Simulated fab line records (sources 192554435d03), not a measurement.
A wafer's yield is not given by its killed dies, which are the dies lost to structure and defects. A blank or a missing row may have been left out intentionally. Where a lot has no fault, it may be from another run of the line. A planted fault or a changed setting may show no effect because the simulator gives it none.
Chamber matching ; flow n5_finfet ; rie_diel-02 running N5_BEOL_M5_ETCH_67: 4 sister chambers
The step etches SiARC in CF4, target depth 15.6 nm, time 26 s. 16 wafers are shown with their chamber, then 8 later ones without.

== WAFERS, EACH WITH ITS CHAMBER ==
wafer;chamber;showerhead_plenum_p_Torr (Torr);drypump_motor_current_A (A);throttle_valve_pct (%)
L074.1;2;2.11;6.4;15.73
L074.4;0;2.20;5.1;15.68
L074.6;2;2.11;6.4;15.72
L078.1;1;2.13;5.8;15.32
L078.2;3;2.28;5.6;15.22
L078.3;2;2.11;6.5;15.73
L083.1;3;2.28;5.7;15.25
L083.5;2;2.11;6.4;15.75
L083.6;3;2.28;5.6;15.24
L085.3;1;2.12;5.7;15.37
L085.4;1;2.12;5.7;15.38
L085.5;3;2.27;5.6;15.25
L091.3;1;2.12;5.7;15.39
L091.4;3;2.27;5.6;15.28
L091.5;2;2.11;6.4;15.79
L092.1;3;2.27;5.6;15.27

SIGNATURES, as means of the wafers listed above
reading;chamber 0;chamber 1;chamber 2;chamber 3;scatter within a chamber
showerhead_plenum_p_Torr;2.2000;2.1225;2.1100;2.2750;0.00433
drypump_motor_current_A;5.100;5.725;6.420;5.617;0.0446
throttle_valve_pct;15.6800;15.3650;15.7440;15.2517;0.0263
Rule: a wafer's distance from a chamber is the root of the sum, over the readings, of the square of ((its reading less the chamber's mean) divided by the reading's scatter). The wafer belongs to the nearest chamber; if the next one is less than 2 further off, it can't be placed. The scatter is the square root of a quotient: the sum, over the shown wafers, of each reading's squared deviation from its chamber's mean, divided by wafers minus chambers.

== WAFERS MISSING THEIR CHAMBER ==
wafer;showerhead_plenum_p_Torr (Torr);drypump_motor_current_A (A);throttle_valve_pct (%)
L092.2;2.12;5.8;15.40
L092.5;2.10;6.4;15.79
L095.1;2.11;5.8;15.41
L095.4;2.27;5.6;15.31
L095.6;2.10;6.5;15.81
L097.1;2.27;5.6;15.31
L097.2;2.10;6.4;15.79
L097.5;2.27;5.6;15.31

== EACH ONE'S CHAMBER ==
wafer;from the rows above;in truth
L092.2;1;1
L092.5;2;2
L095.1;1;1
L095.4;3;3
L095.6;2;2
L097.1;3;3
L097.2;2;2
L097.5;3;3
Placed correctly: 8 of 8. Left unplaced by these rows: 0. 0 placed wrongly.
